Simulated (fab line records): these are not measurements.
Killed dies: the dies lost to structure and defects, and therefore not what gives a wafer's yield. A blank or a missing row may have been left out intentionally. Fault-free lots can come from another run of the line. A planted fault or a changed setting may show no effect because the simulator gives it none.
Which tool is to blame? ; flow n5Finfet ; 72 wafers from 24 lots sampled at 6 of the route's 1938 steps

WHAT THE GAUGES READ, wafer by wafer
N5_ZERO_LAYER_CD_MEAS_11: target cd 2000 nm. Usual: 2000.2 nm for cdNm, sd 2.
lot;measured;on;cdNm (nm);flag
L074;day 1 12:46;cdSem-03;2001.0 2001.7 2003.0;
L075;day 1 18:38;cdSem-03;1996.5 1998.4 1998.9;
L076;day 2 00:46;cdSem-01;1998.1 2001.9 2000.9;
L077;day 2 06:38;cdSem-01;2000.3 1999.5 1997.2;
L078;day 2 12:38;cdSem-01;1999.9 2001.7 2001.4;
L079;day 2 18:40;cdSem-02;1996.6 1998.8 1998.9;
L080;day 3 00:46;cdSem-03;2002.2 2005.9 2003.0;
L081;day 3 06:46;cdSem-03;1999.0 1996.4 2001.7;
L082;day 3 12:38;cdSem-03;2000.2 1997.6 1999.9;
L083;day 3 18:38;cdSem-01;2002.9 2002.0 2000.2;
L084;day 4 00:38;cdSem-03;1997.8 1996.2 2000.0;
L085;day 4 06:40;cdSem-02;1997.9 1995.2 1994.4;
L086;day 4 12:46;cdSem-03;2004.1 2000.9 2001.6;
L087;day 4 18:38;cdSem-03;2001.3 1999.7 2001.3;
L088;day 5 00:40;cdSem-01;1999.2 2001.4 2001.3;
L089;day 5 06:47;cdSem-01;1999.3 2000.7 2000.7;
L090;day 5 12:38;cdSem-01;2003.4 1999.9 2000.3;
L091;day 5 18:46;cdSem-03;1999.0 1997.6 2000.5;
L092;day 6 00:40;cdSem-01;2001.8 2001.2 2002.9;
L093;day 6 06:40;cdSem-03;1999.9 2004.7 1999.4;
L094;day 6 12:38;cdSem-03;2000.2 2001.5 1996.7;
L095;day 6 18:57;cdSem-02;1999.8 2001.3 1998.5;
L096;day 7 00:38;cdSem-01;2002.2 1999.4 2001.6;
L097;day 7 06:38;cdSem-02;2000.8 1999.7 2000.4;

N5_DUMMY_GATE_INSPECT_17: inspects for defects (brightfield). Usual: 194 for rawDefectCount, sd 47.
lot;measured;on;rawDefectCount;flag
L074;day 2 22:26;defectInspect-01;362 346 261;
L075;day 3 02:51;defectInspect-01;229 263 214;
L076;day 3 12:26;defectInspect-02;163 138 163;
L077;day 3 16:38;defectInspect-01;171 315 158;
L078;day 3 22:46;defectInspect-01;186 196 223;
L079;day 4 04:11;defectInspect-02;205 178 141;
L080;day 4 09:54;defectInspect-01;198 199 235;
L081;day 4 16:17;defectInspect-01;224 146 122;
L082;day 4 23:14;defectInspect-01;182 148 181;
L083;day 5 05:12;defectInspect-01;172 125 203;
L084;day 5 10:16;defectInspect-02;166 242 211;
L085;day 5 19:44;defectInspect-02;180 182 160;
L086;day 6 02:18;defectInspect-01;221 164 222;
L087;day 6 06:44;defectInspect-01;164 157 155;
L088;day 6 13:39;defectInspect-02;214 197 218;
L089;day 6 17:26;defectInspect-01;210 225 181;
L090;day 6 23:05;defectInspect-01;207 255 207;
L091;day 7 02:41;defectInspect-02;230 284 201;
L092;day 7 12:48;defectInspect-01;229 225 173;
L093;day 7 18:58;defectInspect-02;248 159 200;
L094;day 7 22:04;defectInspect-01;179 150 192;
L095;day 8 06:06;defectInspect-02;219 155 185;
L096;day 8 08:57;defectInspect-02;128 178 144;
L097;day 8 20:48;defectInspect-02;192 197 174;

WHAT TOOL EACH LOT RAN ON (gives the tool, then ch and the chambers of the sampled wafers, and finally the start)
lot;N5_ZERO_LAYER_ETCH_18;N5_FIN_SAQP_SPACER2_ALD_28;N5_STI_FIN_REVEAL_STRIP_24;N5_STI_FIN_REVEAL_ETCH_34
L074;rieSi-01 ch 1,2, day 1 12:55;aldSin-02 ch 1,2, day 2 01:59;rieDiel-05 ch 0,1,2, day 2 10:23;rieSi-06 ch 0,1,3, day 2 12:42
L075;rieSi-06 ch 0,1,3, day 1 18:47;aldSin-04 ch 0,1,2, day 2 06:43;rieDiel-05 ch 1,2,3, day 2 15:13;rieSi-01 ch 0,1,3, day 2 17:31
L076;rieSi-06 ch 0,1,2, day 2 01:02;aldSin-02 ch 0,1,3, day 2 13:32;rieDiel-04 ch 0,1,3, day 2 22:45;rieSi-01 ch 1,2,3, day 3 01:04
L077;rieSi-05 ch 0,1,3, day 2 06:47;aldSin-03 ch 1,2, day 2 19:31;rieDiel-03 ch 0,1,2, day 3 04:40;rieSi-01 ch 1,2,3, day 3 07:07
L078;rieSi-01 ch 0,1,2, day 2 12:47;aldSin-04 ch 0,2,3, day 3 01:46;rieDiel-05 ch 1,2, day 3 10:48;rieSi-06 ch 0,1, day 3 13:06
L079;rieSi-05 ch 0,1, day 2 19:05;aldSin-03 ch 1,2, day 3 07:44;rieDiel-03 ch 0,2,3, day 3 16:04;rieSi-05 ch 0,2, day 3 18:22
L080;rieSi-06 ch 0,1,2, day 3 00:55;aldSin-03 ch 1,2,3, day 3 12:34;rieDiel-05 ch 0,1,3, day 3 20:56;rieSi-01 ch 2,3, day 3 23:18
L081;rieSi-05 ch 0,2, day 3 07:20;aldSin-03 ch 1,2, day 3 19:18;rieDiel-04 ch 0,3, day 4 04:05;rieSi-01 ch 0,1,2, day 4 06:29
L082;rieSi-01 ch 0,2,3, day 3 12:50;aldSin-03 ch 0,2,3, day 4 03:17;rieDiel-04 ch 0,2,3, day 4 11:38;rieSi-05 ch 1,2, day 4 13:56
L083;rieSi-01 ch 0,1,2, day 3 18:48;aldSin-03 ch 1,2,3, day 4 08:28;rieDiel-05 ch 0,1,2, day 4 17:24;rieSi-05 ch 0,1,3, day 4 19:42
L084;rieSi-06 ch 0,1, day 4 00:48;aldSin-03 ch 0,2, day 4 13:47;rieDiel-04 ch 0,1,3, day 4 21:59;rieSi-01 ch 1,2, day 5 00:49
L085;rieSi-05 ch 2,3, day 4 06:49;aldSin-03 ch 0,2,3, day 4 23:33;rieDiel-05 ch 0,1, day 5 08:07;rieSi-01 ch 1,2,3, day 5 10:27
L086;rieSi-06 ch 0,1,3, day 4 13:11;aldSin-02 ch 1,2,3, day 5 06:02;rieDiel-05 ch 0,2,3, day 5 14:42;rieSi-05 ch 1,2,3, day 5 17:00
L087;rieSi-06 ch 2,3, day 4 18:57;aldSin-03 ch 0,3, day 5 10:52;rieDiel-03 ch 0,1, day 5 19:10;rieSi-05 ch 0,1, day 5 21:28
L088;rieSi-06 ch 0,1,2, day 5 00:48;aldSin-04 ch 1,2, day 5 17:30;rieDiel-04 ch 1,2,3, day 6 02:03;rieSi-05 ch 0,1,3, day 6 04:23
L089;rieSi-05 ch 0,2,3, day 5 06:56;aldSin-02 ch 0,1,2, day 5 21:36;rieDiel-04 ch 0,2,3, day 6 05:50;rieSi-06 ch 0,2,3, day 6 08:09
L090;rieSi-01 ch 0,2,3, day 5 12:47;aldSin-02 ch 1,2, day 6 03:00;rieDiel-03 ch 0,1, day 6 11:25;rieSi-01 ch 1,2, day 6 13:46
L091;rieSi-06 ch 1,2,3, day 5 18:55;aldSin-02 ch 1,2, day 6 06:55;rieDiel-05 ch 0,2, day 6 15:07;rieSi-01 ch 0,1, day 6 17:25
L092;rieSi-06 ch 0,1,2, day 6 00:48;aldSin-04 ch 1,2, day 6 12:46;rieDiel-04 ch 1,2,3, day 6 23:00;rieSi-05 ch 0,2, day 7 01:25
L093;rieSi-06 ch 1,2, day 6 06:56;aldSin-02 ch 1,2, day 6 21:17;rieDiel-03 ch 1,2, day 7 07:20;rieSi-06 ch 0,1, day 7 09:42
L094;rieSi-06 ch 1,2, day 6 12:47;aldSin-02 ch 0,3, day 7 01:57;rieDiel-03 ch 0,1, day 7 10:25;rieSi-05 ch 0,1,3, day 7 12:43
L095;rieSi-05 ch 0,2,3, day 6 19:06;aldSin-02 ch 1,2,3, day 7 09:56;rieDiel-03 ch 2,3, day 7 18:29;rieSi-05 ch 2,3, day 7 20:48
L096;rieSi-06 ch 0,1, day 7 01:09;aldSin-03 ch 0,1,3, day 7 12:24;rieDiel-04 ch 2,3, day 7 20:56;rieSi-01 ch 0,2, day 7 23:14
L097;rieSi-01 ch 0,2,3, day 7 06:47;aldSin-02 ch 0,2,3, day 7 22:52;rieDiel-04 ch 1,2,3, day 8 07:56;rieSi-05 ch 0,1,2, day 8 10:16
- N5_ZERO_LAYER_ETCH_18: etches Si in HBr/Cl2, target depth 120 nm, time 40 s.
- N5_FIN_SAQP_SPACER2_ALD_28: deposits SiO2, target thk 8.1 nm, pulse time 1 s, purge time 2 s.
- N5_STI_FIN_REVEAL_STRIP_24: strips in N2/H2, time 90 s.
- N5_STI_FIN_REVEAL_ETCH_34: etches Si in H2, material Si, target depth 0.97 nm.

AS READ BY THE TOOLS THEMSELVES (means over the sampled wafers that have a number; for cases with no such wafer, the mark the record gives instead)
N5_ZERO_LAYER_ETCH_18. Usual: drypumpMotorCurrentA 5.8 A, standard deviation 0.48; oesProductAu 1.005 a.u., standard deviation 0.016; throttleValvePct 36.31 %, standard deviation 0.3.
lot;tool;drypumpMotorCurrentA (A);oesProductAu (a.u.);throttleValvePct (%);flag
L074;rieSi-01;6.0;0.998;35.65;
L075;rieSi-06;5.8;1.008;36.35;
L076;rieSi-06;5.6;1.013;36.37;
L077;rieSi-05;5.5;1.002;36.26;
L078;rieSi-01;6.1;1.001;36.07;
L079;rieSi-05;5.5;1.012;36.26;
L080;rieSi-06;5.6;1.013;36.36;
L081;rieSi-05;6.4;0.993;36.29;
L082;rieSi-01;6.2;1.003;36.44;
L083;rieSi-01;6.1;0.997;36.07;
L084;rieSi-06;5.8;1.024;36.22;
L085;rieSi-05;5.6;1.001;36.25;
L086;rieSi-06;5.8;1.010;36.35;
L087;rieSi-06;5.9;0.990;36.55;
L088;rieSi-06;5.6;1.011;36.36;
L089;rieSi-05;6.0;0.999;36.25;
L090;rieSi-01;6.2;0.998;36.45;
L091;rieSi-06;5.9;1.008;36.40;
L092;rieSi-06;5.6;1.014;36.36;
L093;rieSi-06;5.7;1.006;36.43;
L094;rieSi-06;5.7;1.005;36.43;
L095;rieSi-05;6.0;0.996;36.26;
L096;rieSi-06;5.5;1.017;36.31;
L097;rieSi-01;6.1;1.003;36.45;

N5_FIN_SAQP_SPACER2_ALD_28. Usual: heaterPowerW 472 W, standard deviation 41; precursorPulseHeightRel 1.002, standard deviation 0.02.
lot;tool;heaterPowerW (W);precursorPulseHeightRel;flag
L074;aldSin-02;505;0.995;
L075;aldSin-04;476;1.008;
L076;aldSin-02;442;1.005;
L077;aldSin-03;494;1.006;
L078;aldSin-04;470;0.980;
L079;aldSin-03;503;0.992;
L080;aldSin-03;501;1.011;
L081;aldSin-03;500;1.008;
L082;aldSin-03;476;0.993;
L083;aldSin-03;499;1.029;
L084;aldSin-03;461;1.001;
L085;aldSin-03;477;0.997;
L086;aldSin-02;478;0.996;
L087;aldSin-03;464;1.008;
L088;aldSin-04;473;1.006;
L089;aldSin-02;473;1.001;
L090;aldSin-02;496;0.987;
L091;aldSin-02;511;0.994;
L092;aldSin-04;482;0.982;
L093;aldSin-02;493;0.993;
L094;aldSin-02;400;0.995;
L095;aldSin-02;468;1.003;
L096;aldSin-03;487;1.004;
L097;aldSin-02;432;1.016;

N5_STI_FIN_REVEAL_STRIP_24. Usual: biasPowerW 3.000 W, standard deviation 0.009; drypumpMotorCurrentA 6.0 A, standard deviation 0.47; oesProductAu 0.76 a.u., standard deviation 0.079; rfVppV 45.3 V, standard deviation 0.91; showerheadPlenumPTorr 3.36 Torr, standard deviation 0.092; throttleValvePct 12.20 %, standard deviation 0.25.
lot;tool;biasPowerW (W);drypumpMotorCurrentA (A);oesProductAu (a.u.);rfVppV (V);showerheadPlenumPTorr (Torr);throttleValvePct (%);flag
L074;rieDiel-05;3.002;5.6;0.73;44.3;3.28;12.24;
L075;rieDiel-05;3.002;5.7;0.74;45.3;3.36;12.17;
L076;rieDiel-04;3.004;6.3;0.77;46.1;3.43;12.01;
L077;rieDiel-03;2.992;6.0;0.82;45.5;3.39;12.23;
L078;rieDiel-05;3.000;5.3;0.73;46.2;3.33;12.22;
L079;rieDiel-03;3.004;5.6;0.83;46.2;3.40;12.31;
L080;rieDiel-05;2.990;5.7;0.73;45.4;3.36;12.13;
L081;rieDiel-04;2.998;6.4;0.75;45.9;3.42;12.02;
L082;rieDiel-04;2.990;6.4;0.76;44.4;3.38;12.15;
L083;rieDiel-05;2.999;5.6;0.71;45.7;3.27;12.30;
L084;rieDiel-04;2.998;6.2;0.75;46.1;3.42;12.05;
L085;rieDiel-05;2.992;5.3;0.72;45.8;3.32;12.18;
L086;rieDiel-05;2.996;6.0;0.70;45.7;3.30;12.29;
L087;rieDiel-03;3.000;5.8;0.80;45.5;3.34;12.11;
L088;rieDiel-04;2.996;6.2;0.75;45.5;3.37;12.19;
L089;rieDiel-04;2.996;6.4;0.75;45.0;3.37;12.20;
L090;rieDiel-03;3.014;6.2;0.84;44.8;3.32;11.99;
L091;rieDiel-05;3.008;5.9;0.69;45.7;3.22;12.37;
L092;rieDiel-04;3.000;6.2;0.74;45.4;3.37;12.22;
L093;rieDiel-03;3.004;6.4;0.83;45.6;3.37;12.17;
L094;rieDiel-03;3.011;5.8;0.78;45.1;3.33;12.14;
L095;rieDiel-03;2.999;5.7;0.85;44.7;3.37;12.31;
L096;rieDiel-04;3.006;6.3;0.74;45.0;3.32;12.37;
L097;rieDiel-04;3.006;6.2;0.74;45.2;3.36;12.26;

N5_STI_FIN_REVEAL_ETCH_34. Usual: drypumpMotorCurrentA 5.9 A, standard deviation 0.52; heFlowSccm 142.5 sccm, standard deviation 0.41; oesProductAu 1.000 a.u., standard deviation 0.012; throttleValvePct 25.7 %, standard deviation 0.38.
lot;tool;drypumpMotorCurrentA (A);heFlowSccm (sccm);oesProductAu (a.u.);throttleValvePct (%);flag
L074;rieSi-06;5.8;142.4;1.009;25.9;
L075;rieSi-01;5.9;142.4;0.995;25.7;
L076;rieSi-01;6.0;142.5;0.998;25.5;
L077;rieSi-01;6.0;142.4;1.004;25.5;
L078;rieSi-06;5.5;142.7;1.012;26.1;
L079;rieSi-05;6.4;142.9;0.992;25.7;
L080;rieSi-01;6.0;142.3;0.997;25.8;
L081;rieSi-01;6.1;142.7;1.004;25.4;
L082;rieSi-05;6.0;142.5;0.991;25.6;
L083;rieSi-05;5.5;142.5;1.008;25.8;
L084;rieSi-01;6.3;142.5;1.008;25.2;
L085;rieSi-01;6.1;142.5;1.005;25.5;
L086;rieSi-05;5.6;142.1;0.993;25.7;
L087;rieSi-05;5.5;142.3;1.000;25.7;
L088;rieSi-05;5.5;142.6;1.006;25.8;
L089;rieSi-06;5.6;142.7;0.997;26.2;
L090;rieSi-01;6.0;142.2;0.995;25.1;
L091;rieSi-01;6.0;142.3;0.996;25.6;
L092;rieSi-05;6.4;142.6;0.987;25.7;
L093;rieSi-06;5.8;142.8;1.029;25.8;
L094;rieSi-05;5.5;142.4;0.995;25.8;
L095;rieSi-05;6.0;142.9;0.992;25.7;
L096;rieSi-01;6.4;142.8;1.013;25.5;
L097;rieSi-05;5.9;142.1;0.993;25.7;

THE ANSWER, worked out from the rows above alone
Rule: take the mean of a lot's wafers that have a number; if it is more than 3 standard deviations from the usual mean, the lot is off. Also off: a lot with no number at a reading for which 4 or more lots have one. All remaining lots with rows at the step are treated as sound. After the gauges, taken in route order, come the tools' own readings; for these a lot's mean is taken, as printed above. At the first step where some lot is off, the reading lying furthest off is the one used; lots without a number count as furthest.
None of the lots is off at any reading shown; this tells nothing.

WHAT HAD BEEN PUT IN BY THE SIMULATOR
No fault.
